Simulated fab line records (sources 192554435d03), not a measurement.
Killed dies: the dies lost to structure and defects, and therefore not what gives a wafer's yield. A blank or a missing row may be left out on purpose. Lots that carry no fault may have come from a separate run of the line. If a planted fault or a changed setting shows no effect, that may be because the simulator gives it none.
fab line records -- flow n5Finfet -- part 2 of 2: steps 8 to 9 of 9
record: lots: 14, wafers: 42, lastDay: 17
route steps=1938 shown FIN_SAQP@116 STI_FIN_REVEAL@207 BEOL_M4@1111
lots untouched by any fault: they come from a run of this same line in which no faults occurred
startH: hours from the record's opening day to when the first of the lot's shown wafers began -- waitH: time in hours since the lot's previous step -- " unchanged from the row above -- L1.1+2: one row covering several wafers at once -- - no value present, or no start provided -- * or withheld: withheld -- < > ~ a bound
route shown NAME@n: a module of which the file shows steps, and the number in the route of the first -- usual: mean/standard deviation taken from wafers without a fault -- same: alike in all rows -- chamber/n: place in a boat -- sites: readings site by site -- _std_site: standard deviation of those values -- _edge_site: mean of outer sites minus mean of inner sites -- radiusMm: how far each site lies from the wafer's centre -- mask NAME#n: copy n -- behind: the last tool/chamber to shape the wafer -- hold: why the lot was held/for how many hours/how that ended -- device: whichever transistor did not switch (one of n, p or np) -- end of line: the tests these same wafers got at the end of their route -- where a step has no rows: the recipe by itself -- killed: dies lost to structure and defects at the first sort, not the wafer's yield -- map: shows each die of a wafer: x if killed, . if not, _ if none is there
set.NAME: the setting the step ran with; set.NAME@STEP: the setting that earlier step ran with -- model.NAME: the simulator's own value behind a step, which no gauge read
a sample of lots followed through the steps of the route, with each step as a table and each wafer as a row
services: the hour from which a tool's chamber was out of use, counted from the record's first day as startH (under 0 if before that day), plus the number of hours and why
== steps ==
step: N5_STI_FIN_REVEAL_CD_MEAS_22
recipe: targetCdNm: 6.238, pitchNm: 28, polarity: line
usual: cdNm: 6.21/0.29
lot.wafer,tool,chamber,startH,waitH,cdNm
L260.2,cdSem-02,-,48.47,0.0,6.19
L260.3,cdSem-02,-,48.47,0.0,6.10
L260.5,cdSem-02,-,48.47,0.0,5.96
L261.2,cdSem-01,-,57.46,0.0,5.93
L261.5,cdSem-01,-,57.46,0.0,6.17
L261.6,cdSem-01,-,57.46,0.0,6.39
L262.1,cdSem-03,-,61.52,0.0,6.07
L262.5,cdSem-03,-,61.52,0.0,6.55
L262.6,cdSem-03,-,61.52,0.0,6.20
L265.1,cdSem-01,-,80.27,0.0,6.66
L265.5,cdSem-01,-,80.27,0.0,5.87
L265.6,cdSem-01,-,80.27,0.0,6.74
L266.3,cdSem-01,-,84.60,0.0,6.57
L266.4,cdSem-01,-,84.60,0.0,6.46
L266.6,cdSem-01,-,84.60,0.0,6.22
L267.2,cdSem-03,-,92.53,0.0,5.84
L267.4,cdSem-03,-,92.53,0.0,6.34
L267.5,cdSem-03,-,92.53,0.0,5.95
L268.2,cdSem-03,-,100.15,0.0,6.03
L268.5,cdSem-03,-,100.15,0.0,5.82
L268.6,cdSem-03,-,100.15,0.0,6.43
L269.2,cdSem-03,-,104.71,0.0,6.28
L269.3,cdSem-03,-,104.71,0.0,5.97
L269.4,cdSem-03,-,104.71,0.0,6.72
L270.1,cdSem-03,-,112.18,0.0,6.32
L270.3,cdSem-03,-,112.18,0.0,5.97
L270.4,cdSem-03,-,112.18,0.0,6.53
L272.3,cdSem-01,-,123.17,0.0,6.08
L272.5,cdSem-01,-,123.17,0.0,6.08
L272.6,cdSem-01,-,123.17,0.0,3.02
L273.1,cdSem-03,-,127.23,0.0,3.26
L273.3,cdSem-03,-,127.23,0.0,6.14
L273.4,cdSem-03,-,127.23,0.0,6.31
L274.1,cdSem-02,-,134.53,0.0,6.58
L274.4,cdSem-02,-,134.53,0.0,6.57
L274.6,cdSem-02,-,134.53,0.0,5.91
L280.1,cdSem-01,-,170.93,0.0,6.48
L280.3,cdSem-01,-,170.93,0.0,6.58
L280.5,cdSem-01,-,170.93,0.0,6.55
L281.3,cdSem-02,-,176.14,0.0,5.72
L281.4,cdSem-02,-,176.14,0.0,6.36
L281.6,cdSem-02,-,176.14,0.0,5.99
step: N5_BEOL_M4_RC_MEAS_101
usual: DIBL_N: 35.9/1.9, DIBL_P: 35.8/2.4, IOFF_N: 0.15/0.031, IOFF_N_85C: 3.0/0.51, IOFF_N_LIN: 0.071/0.012, IOFF_P: 0.21/0.037, IOFF_P_85C: 3.6/0.53, IOFF_P_LIN: 0.098/0.014, ION_N: 672/13, ION_P: 462/8.3, SS_N: 71.5/0.72, SS_P: 73.2/0.67, VT_N: 250/3.4, VT_N_LVT: 99/3.3, VT_P: -250/3.4, VT_P_LVT: -99.3/2.9
lot.wafer,tool,chamber,startH,waitH,DIBL_N[mV/V],DIBL_P[mV/V],IOFF_N[nA/um],IOFF_N_85C[nA/um],IOFF_N_LIN[nA/um],IOFF_P[nA/um],IOFF_P_85C[nA/um],IOFF_P_LIN[nA/um],ION_N[uA/um],ION_P[uA/um],SS_N[mV/dec],SS_P[mV/dec],VT_N[mV],VT_N_LVT[mV],VT_P[mV],VT_P_LVT[mV]
L260.2,prober-02,0,184.98,0.2,32.8,33.2,0.11,2.3,0.055,0.14,2.5,0.070,650,452,70.8,72.9,255,102,-258,-105.8
L260.3,prober-02,0,184.98,0.2,33.6,34.1,0.11,2.2,0.052,0.14,2.5,0.070,640,435,70.8,73.1,259,105,-259,-106.0
L260.5,prober-02,0,184.98,0.2,32.4,32.9,0.10,2.1,0.049,0.13,2.4,0.067,651,444,70.5,72.6,258,105,-258,-106.9
L261.2,prober-02,0,197.24,0.2,35.8,35.0,0.13,2.6,0.062,0.18,3.2,0.089,661,453,71.1,72.7,251,102,-252,-100.7
L261.5,prober-02,0,197.24,0.2,37.4,36.8,0.16,3.1,0.074,0.22,3.7,0.100,669,462,72.1,73.6,252,98,-250,-99.1
L261.6,prober-02,0,197.24,0.2,35.5,34.3,0.13,2.6,0.064,0.18,3.2,0.089,669,459,71.0,73.0,252,101,-251,-100.5
L265.1,prober-02,0,203.01,0.0,35.9,36.7,0.16,3.1,0.075,0.22,3.8,0.104,684,462,70.7,73.4,248,98,-252,-99.3
L265.5,prober-02,0,203.01,0.0,33.1,32.7,0.11,2.2,0.055,0.16,2.9,0.084,657,456,70.2,71.7,252,104,-254,-101.9
L265.6,prober-02,0,203.01,0.0,36.3,36.9,0.17,3.3,0.080,0.22,3.9,0.106,678,460,71.2,73.2,247,96,-248,-98.5
L262.1,prober-01,0,204.98,0.0,37.3,37.0,0.16,3.1,0.076,0.24,4.1,0.110,672,469,71.5,73.0,253,99,-246,-96.0
L262.5,prober-01,0,204.98,0.0,36.3,33.6,0.15,2.9,0.068,0.19,3.3,0.092,658,450,72.1,73.0,252,100,-252,-100.2
L262.6,prober-01,0,204.98,0.0,36.6,35.0,0.14,2.8,0.067,0.21,3.6,0.099,661,461,72.0,73.7,251,99,-251,-98.1
L266.3,prober-02,0,205.56,0.3,36.2,38.6,0.18,3.4,0.085,0.23,3.8,0.102,695,470,72.5,73.3,245,95,-250,-99.7
L266.4,prober-02,0,205.56,0.3,39.5,41.0,0.23,4.2,0.100,0.26,4.3,0.109,689,451,73.2,75.1,245,94,-253,-99.2
L266.6,prober-02,0,205.56,0.3,36.9,38.6,0.18,3.4,0.081,0.21,3.6,0.094,679,456,72.7,74.0,248,96,-254,-101.2
L267.2,prober-02,0,220.61,0.2,37.3,35.6,0.15,3.0,0.068,0.20,3.4,0.098,661,455,72.2,73.8,252,103,-250,-100.5
L267.4,prober-02,0,220.61,0.2,40.0,39.7,0.20,3.9,0.087,0.27,4.5,0.120,683,464,73.4,73.9,248,98,-249,-97.1
L267.5,prober-02,0,220.61,0.2,34.2,33.6,0.11,2.3,0.055,0.18,3.1,0.091,652,455,71.5,72.0,255,106,-252,-102.5
L268.2,prober-01,0,225.77,0.2,35.1,35.3,0.13,2.7,0.065,0.17,3.2,0.086,665,456,70.7,72.8,253,101,-254,-101.8
L268.5,prober-01,0,225.77,0.2,33.3,33.8,0.11,2.2,0.055,0.15,2.9,0.078,658,457,70.6,73.1,255,105,-257,-102.9
L268.6,prober-01,0,225.77,0.2,36.9,37.2,0.16,3.0,0.074,0.20,3.6,0.095,675,459,72.0,73.7,251,100,-251,-100.5
L269.2,prober-02,0,244.59,0.2,37.5,36.0,0.17,3.3,0.080,0.22,3.8,0.106,689,475,71.7,72.8,248,97,-247,-98.1
L269.3,prober-02,0,244.59,0.2,36.8,35.3,0.16,3.1,0.074,0.21,3.7,0.106,670,464,71.8,72.9,248,98,-246,-98.9
L269.4,prober-02,0,244.59,0.2,39.8,39.6,0.23,4.2,0.102,0.31,5.1,0.139,699,482,72.4,73.8,243,92,-241,-92.5
L270.1,prober-01,0,253.06,0.0,38.2,38.1,0.20,3.8,0.090,0.28,4.6,0.127,686,473,71.8,74.0,245,94,-246,-94.3
L270.3,prober-01,0,253.06,0.0,34.0,32.7,0.13,2.6,0.062,0.19,3.4,0.097,665,461,70.9,72.1,251,100,-249,-97.6
L270.4,prober-01,0,253.06,0.0,36.5,35.6,0.17,3.4,0.075,0.24,4.1,0.114,675,469,70.3,73.5,250,96,-246,-95.1
L273.1,prober-01,0,256.16,0.0,16.4,10.4,0.01,0.3,0.007,0.03,0.6,0.022,522,389,67.7,65.7,296,145,-277,-126.6
L273.3,prober-01,0,256.16,0.0,38.1,38.9,0.21,3.9,0.086,0.25,4.2,0.112,670,463,72.7,72.8,247,97,-244,-97.4
L273.4,prober-01,0,256.16,0.0,36.4,37.9,0.17,3.3,0.080,0.22,3.9,0.105,684,469,71.6,74.0,251,97,-247,-97.5
L272.3,prober-01,0,261.58,0.3,34.7,34.6,0.13,2.7,0.063,0.18,3.3,0.091,674,464,70.5,73.1,248,101,-256,-99.6
L272.5,prober-01,0,261.58,0.3,36.6,36.6,0.15,3.0,0.073,0.20,3.6,0.099,669,457,71.8,72.7,251,99,-250,-98.8
L272.6,prober-01,0,261.58,0.3,13.7,5.3,0.01,0.2,0.005,0.02,0.4,0.015,510,381,66.6,65.3,306,154,-284,-132.5
L274.1,prober-01,0,264.32,0.0,35.3,36.0,0.14,2.8,0.067,0.21,3.7,0.102,675,473,70.9,73.6,251,99,-248,-97.6
L274.4,prober-01,0,264.32,0.0,35.6,35.1,0.14,2.8,0.066,0.19,3.3,0.093,669,460,70.4,73.2,252,102,-250,-100.6
L274.6,prober-01,0,264.32,0.0,34.8,35.6,0.13,2.7,0.062,0.20,3.6,0.099,666,461,71.4,72.9,254,101,-251,-97.7
L280.1,prober-01,0,310.02,0.0,38.1,39.6,0.19,3.6,0.087,0.26,4.3,0.115,677,462,72.5,74.5,246,95,-246,-96.4
L280.3,prober-01,0,310.02,0.0,37.9,38.2,0.18,3.5,0.084,0.23,3.9,0.103,696,474,72.1,74.2,249,96,-248,-99.4
L280.5,prober-01,0,310.02,0.0,35.8,37.0,0.15,2.9,0.071,0.20,3.5,0.096,674,464,71.2,74.0,251,100,-251,-100.4
L281.3,prober-02,0,313.89,0.3,34.6,33.6,0.13,2.6,0.064,0.20,3.4,0.102,674,473,70.6,72.7,250,102,-251,-99.1
L281.4,prober-02,0,313.89,0.3,36.8,35.7,0.17,3.3,0.081,0.23,4.0,0.115,690,475,71.4,73.0,249,97,-247,-95.6
L281.6,prober-02,0,313.89,0.3,36.9,35.7,0.16,3.1,0.076,0.23,3.8,0.112,682,473,71.3,72.5,253,100,-247,-97.6
== services ==
tool,chamber,startH,hours,kind
rieDiel-05,-,12.04,2.8,pm
rieDiel-04,-,19.21,10.4,repair
aldSin-01,1,44.99,4.0,repair
rieDiel-04,1,45.42,-,clean
rieDiel-04,1,45.42,-,consumableReplace:focusRing
rieDiel-04,1,45.42,15.9,scheduledDown
rieDiel-04,1,45.42,15.9,ventCycle
aldSin-03,0,59.40,2.7,repair
rieDiel-05,3,71.28,7.9,repair
aldSin-01,1,73.24,10.1,repair
rieDiel-04,-,74.60,3.1,repair
rieDiel-06,0,82.55,4.1,repair
aldSin-02,-,85.25,14.0,pm
rieDiel-06,2,88.38,-,clean
rieDiel-06,2,88.38,-,consumableReplace:focusRing
rieDiel-06,2,88.38,20.5,scheduledDown
rieDiel-06,2,88.38,20.5,ventCycle
rieDiel-05,1,93.73,1.5,repair
rieDiel-06,3,112.52,-,clean
rieDiel-06,3,112.52,-,consumableReplace:focusRing
rieDiel-05,-,130.49,0.3,repair
aldSin-02,1,145.62,15.5,repair
aldSin-03,-,154.15,14.6,pm
aldSin-01,3,161.83,3.1,repair
== key ==
firstSign: step: N5_FIN_SAQP_CD_MEAS_31, reading: cdNm, direction: down, sigmas: 16, usual: 8.08, struck: 4.46
effect: step: N5_FIN_SAQP_HM_CD_35, reading: cdNm, direction: down, sigmas: 14, usual: 8.13, struck: 4.85
effect: step: N5_FIN_SAQP_CD_MEAS_37, reading: cdNm, direction: down, sigmas: 12, usual: 8.07, struck: 4.56
effect: step: N5_STI_FIN_REVEAL_CD_MEAS_22, reading: cdNm, direction: down, sigmas: 10, usual: 6.21, struck: 3.14
effect: step: N5_BEOL_M4_RC_MEAS_101, reading: VT_N_LVT, direction: up, sigmas: 15, usual: 99, struck: 149
effect: step: N5_BEOL_M4_RC_MEAS_101, reading: VT_N, direction: up, sigmas: 15, usual: 250, struck: 301
effect: step: N5_BEOL_M4_RC_MEAS_101, reading: ION_N, direction: down, sigmas: 12, usual: 672, struck: 516
effect: step: N5_BEOL_M4_RC_MEAS_101, reading: DIBL_P, direction: down, sigmas: 12, usual: 35.8, struck: 7.8
effect: step: N5_BEOL_M4_RC_MEAS_101, reading: SS_P, direction: down, sigmas: 12, usual: 73.2, struck: 65.5
effect: step: N5_BEOL_M4_RC_MEAS_101, reading: DIBL_N, direction: down, sigmas: 11, usual: 35.9, struck: 15.0
effect: step: N5_BEOL_M4_RC_MEAS_101, reading: VT_P_LVT, direction: down, sigmas: 10, usual: -99.3, struck: -129.5
effect: step: N5_BEOL_M4_RC_MEAS_101, reading: ION_P, direction: down, sigmas: 9.4, usual: 462, struck: 385
effect: step: N5_BEOL_M4_RC_MEAS_101, reading: VT_P, direction: down, sigmas: 8.9, usual: -250, struck: -281
effect: step: N5_BEOL_M4_RC_MEAS_101, reading: SS_N, direction: down, sigmas: 6, usual: 71.5, struck: 67.2
effect: step: N5_BEOL_M4_RC_MEAS_101, reading: IOFF_P_LIN, direction: down, sigmas: 5.8, usual: 0.098, struck: 0.019
effect: step: N5_BEOL_M4_RC_MEAS_101, reading: IOFF_P_85C, direction: down, sigmas: 5.7, usual: 3.6, struck: 0.5
metAt N5_FIN_SAQP_SPACER2_ALD_28
struckLots L272,L273
struckWafers L272.6,L273.1
sortLeftOut L272.6,L273.1
notActingAt N5_FIN_SAQP_ETCH_52,N5_FIN_SAQP_HM_OPEN_73,N5_FIN_SAQP_STRIP_55
onsetBetween 99.25 111.74
fault: kind: processParameterDrift, tool: aldSin-03, chamber: -, onsetH: 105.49, steps: N5_FIN_SAQP_SPACER2_ALD_28, channel: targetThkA, offset: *, shape: step, endH: 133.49, scope: struckWafersOnly, actsIn: *, stated: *
sortLeftOut: the simulated sort isn't trusted on such a fault, so these wafers' sort isn't shown, and their yield isn't known
